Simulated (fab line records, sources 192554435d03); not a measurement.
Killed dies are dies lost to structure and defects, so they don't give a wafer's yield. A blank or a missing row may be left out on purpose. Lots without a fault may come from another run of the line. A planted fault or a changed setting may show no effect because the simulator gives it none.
One fault seen from 3 desks | flow n5_finfet | each desk has only its own numbers; what lay behind them comes last

THE TOOL OWNER'S DESK: rie_metal-01
The tool's own readings at N5_GATE_CUT_ETCH_56 (etches TiN in Cl2/Ar, target depth 21.6 nm): means of the sampled wafers that have a number, for each lot that ran on this tool. A lot is out of limits, marked OUT, if its mean lies more than 4 standard deviations from the usual mean; the brackets give that distance.
Columns: A = drypump_motor_current_A at N5_GATE_CUT_ETCH_56, usual 5.7 A; B = mfc_ar_sccm at N5_GATE_CUT_ETCH_56, usual 59.99 sccm; C = mfc_cl2_sccm at N5_GATE_CUT_ETCH_56, usual 39.99 sccm; D = oes_product_au at N5_GATE_CUT_ETCH_56, usual 0.74 a.u.; E = throttle_valve_pct at N5_GATE_CUT_ETCH_56, usual 20.80 %
lot  | first seen here | A   | B     | C     | D    | E
L656 | day 5 20:10     | 5.2 | 59.91 | 40.11 | 0.72 | 20.68
L663 | day 7 17:52     | 5.2 | 60.11 | 39.98 | 0.93 | 20.46
L664 | day 7 18:51     | 5.5 | 59.68 | 39.96 | 0.97 | 20.43
This desk's finding: nothing out of limits on any of the 3 lots.

THE METROLOGY DESK
What the gauges read, lot by lot, whatever tool the lot ran on: means of the sampled wafers that have a number. A lot is out of limits, marked OUT, if its mean lies more than 4 standard deviations from the usual mean; the brackets give that distance. Of its 10 readings 7 are shown: those that lie furthest out on some lot.
Columns: A = DIBL_N at N5_BEOL_M4_RC_MEAS_101, usual 37.5 mV/V; B = DIBL_P at N5_BEOL_M4_RC_MEAS_101, usual 38 mV/V; C = IOFF_N at N5_BEOL_M4_RC_MEAS_101, usual 0.19 nA/um; D = IOFF_P at N5_BEOL_M4_RC_MEAS_101, usual 0.24 nA/um; E = ION_P at N5_BEOL_M4_RC_MEAS_101, usual 465 uA/um; F = SS_N at N5_BEOL_M4_RC_MEAS_101, usual 72.0 mV/dec; G = VT_P at N5_BEOL_M4_RC_MEAS_101, usual -249 mV
lot  | first seen here | A    | B  | C    | D    | E   | F    | G
L651 | day 8 01:46     | 36.3 | 38 | 0.18 | 0.24 | 464 | 71.7 | -248
L656 | day 9 23:17     | 41.3 | 43 | 0.30 | 0.33 | 472 | 73.6 | -245
L663 | day 11 17:20    | 39.1 | 38 | 0.24 | 0.34 | 481 | 72.4 | -241
L664 | day 11 18:54    | 38.5 | 37 | 0.19 | 0.24 | 462 | 73.2 | -249
L672 | day 13 23:58    | 36.7 | 38 | 0.18 | 0.22 | 463 | 72.1 | -250
L673 | day 14 05:17    | 33.6 | 35 | 0.15 | 0.21 | 468 | 71.8 | -249
This desk's finding: nothing out of limits on any of the 6 lots.

THE DEFECT DESK
What the inspections along the route counted, lot by lot: means of the sampled wafers that have a number. A lot is out of limits, marked OUT, if its mean lies more than 4 standard deviations from the usual mean; the brackets give that distance.
Columns: A = raw_defect_count at N5_HKMG_FIN_INSPECT_28, usual 36
lot  | first seen here | A
L651 | day 4 15:07     | 50
L656 | day 5 20:01     | 35
L663 | day 7 17:41     | 43
L664 | day 7 18:41     | 43
L672 | day 9 20:08     | 38
L673 | day 10 06:52    | 25
This desk's finding: nothing out of limits on any of the 6 lots.

PUT TOGETHER
The tool owner's desk saw nothing out of limits.
The metrology desk saw nothing out of limits.
The defect desk saw nothing out of limits.

WHAT THE SIMULATOR HAD PUT IN
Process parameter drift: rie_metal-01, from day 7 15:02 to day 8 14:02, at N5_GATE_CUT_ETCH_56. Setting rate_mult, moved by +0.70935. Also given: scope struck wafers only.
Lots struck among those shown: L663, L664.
